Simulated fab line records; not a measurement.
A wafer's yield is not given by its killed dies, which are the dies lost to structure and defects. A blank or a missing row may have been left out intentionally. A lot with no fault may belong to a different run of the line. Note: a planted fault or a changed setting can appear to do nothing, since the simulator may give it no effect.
Chamber matching ; flow n5 finfet ; N5_BEOL_M4_ETCHBACK_99 on rie diel-01: 4 sister chambers
The step etches SiO2 in CHF3, target depth 5 nm, time 10.4 s. 18 wafers are shown with their chamber, then 9 later ones without.

== WAFERS PAIRED WITH THEIR CHAMBERS ==
wafer;chamber;showerhead plenum p Torr (Torr);throttle valve pct (%);drypump motor current A (A)
L074.1;0;2.23;17.4;6.4
L074.3;3;2.11;16.7;6.0
L074.6;0;2.23;17.4;6.5
L078.1;3;2.10;16.7;6.0
L078.3;1;2.08;17.0;5.8
L078.4;1;2.08;17.0;5.8
L079.1;3;2.10;16.7;5.9
L079.4;3;2.10;16.7;6.0
L079.6;2;2.05;17.4;6.5
L087.1;2;2.04;17.4;6.5
L087.2;0;2.22;17.5;6.4
L087.5;3;2.10;16.7;5.9
L086.1;3;2.10;16.7;5.9
L086.5;1;2.08;17.1;5.8
L086.6;2;2.04;17.4;6.5
L090.3;1;2.08;17.1;5.7
L090.4;3;2.09;16.7;5.9
L090.5;1;2.08;17.1;5.8

SIGNATURES (means of the wafers above)
reading;chamber 0;chamber 1;chamber 2;chamber 3;scatter within a chamber
showerhead plenum p Torr;2.2267;2.0800;2.0433;2.1000;0.00488
throttle valve pct;17.433;17.060;17.400;16.700;0.0365
drypump motor current A;6.433;5.780;6.500;5.943;0.0477
Rule: for a wafer and a chamber, the distance is found by dividing, reading by reading, the gap between the wafer's reading and the chamber's mean by the reading's scatter, squaring, summing and taking the root. The wafer belongs to the nearest chamber; if the next one is less than 2 further off, it can't be placed. The scatter is the square root of a quotient: the sum, over the shown wafers, of each reading's squared deviation from its chamber's mean, divided by wafers minus chambers.

== WAFERS WITH NO CHAMBER GIVEN ==
wafer;showerhead plenum p Torr (Torr);throttle valve pct (%);drypump motor current A (A)
L088.1;2.22;17.5;6.4
L088.3;2.09;16.8;6.0
L088.6;2.09;16.7;6.0
L092.1;2.22;17.5;6.5
L092.2;2.07;17.1;5.8
L092.6;2.04;17.5;6.5
L093.1;2.22;17.5;6.4
L093.4;2.04;17.5;6.6
L093.6;2.07;17.1;5.7

== WHICH CHAMBER EACH ONE RAN IN ==
wafer;from the rows above;in truth
L088.1;0;0
L088.3;3;3
L088.6;3;3
L092.1;0;0
L092.2;1;1
L092.6;2;2
L093.1;0;0
L093.4;2;2
L093.6;1;1
Correct placement for 9 of the 9. From these rows, 0 cannot be placed. 0 placed wrongly.
